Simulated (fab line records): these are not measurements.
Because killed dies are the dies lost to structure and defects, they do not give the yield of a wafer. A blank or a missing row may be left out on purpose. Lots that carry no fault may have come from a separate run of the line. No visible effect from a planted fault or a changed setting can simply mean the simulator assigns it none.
Matching of chambers || flow n5-finfet || rie-diel-01 running N5_BEOL_M11_DESCUM_33: 4 sister chambers
The step chemistry O2, time 7.9 s. 4 wafers are shown with their chamber, then 9 later ones without.

WAFERS PAIRED WITH THEIR CHAMBERS
{"wafer": "L083.4", "chamber": 2, "showerhead-plenum-p-Torr (Torr)": 2.03}
{"wafer": "L088.1", "chamber": 1, "showerhead-plenum-p-Torr (Torr)": 1.97}
{"wafer": "L088.3", "chamber": 3, "showerhead-plenum-p-Torr (Torr)": 2.15}
{"wafer": "L088.5", "chamber": 0, "showerhead-plenum-p-Torr (Torr)": 2.22}

WAFERS WITHOUT THEIR CHAMBER
{"wafer": "L085.1", "showerhead-plenum-p-Torr (Torr)": 1.97}
{"wafer": "L085.4", "showerhead-plenum-p-Torr (Torr)": 2.22}
{"wafer": "L085.6", "showerhead-plenum-p-Torr (Torr)": 2.15}
{"wafer": "L092.2", "showerhead-plenum-p-Torr (Torr)": 2.22}
{"wafer": "L092.4", "showerhead-plenum-p-Torr (Torr)": 2.14}
{"wafer": "L092.6", "showerhead-plenum-p-Torr (Torr)": 2.14}
{"wafer": "L094.2", "showerhead-plenum-p-Torr (Torr)": 2.14}
{"wafer": "L094.3", "showerhead-plenum-p-Torr (Torr)": 2.03}
{"wafer": "L094.5", "showerhead-plenum-p-Torr (Torr)": 2.03}

THE CHAMBER EACH PASSED THROUGH
{"wafer": "L085.1", "from the rows above": 1, "in truth": 1}
{"wafer": "L085.4", "from the rows above": 0, "in truth": 0}
{"wafer": "L085.6", "from the rows above": 3, "in truth": 3}
{"wafer": "L092.2", "from the rows above": 0, "in truth": 0}
{"wafer": "L092.4", "from the rows above": 3, "in truth": 3}
{"wafer": "L092.6", "from the rows above": 3, "in truth": 3}
{"wafer": "L094.2", "from the rows above": 3, "in truth": 3}
{"wafer": "L094.3", "from the rows above": 2, "in truth": 2}
{"wafer": "L094.5", "from the rows above": 2, "in truth": 2}
Correctly placed: 9 of 9. Not placeable from these rows: 0. Placed wrongly: 0.
How it was worked out, from the rows above alone: a wafer's distance from a chamber is the root of the sum, over the readings, of the square of ((its reading less the chamber's mean) divided by the reading's scatter). The wafer belongs to the nearest chamber; if the next one is less than 2 further off, it can't be placed. A chamber's mean is the mean of its shown wafers. The scatter: root of mean squared gap, hidden wafer to nearest shown wafer, with one shown wafer a chamber.
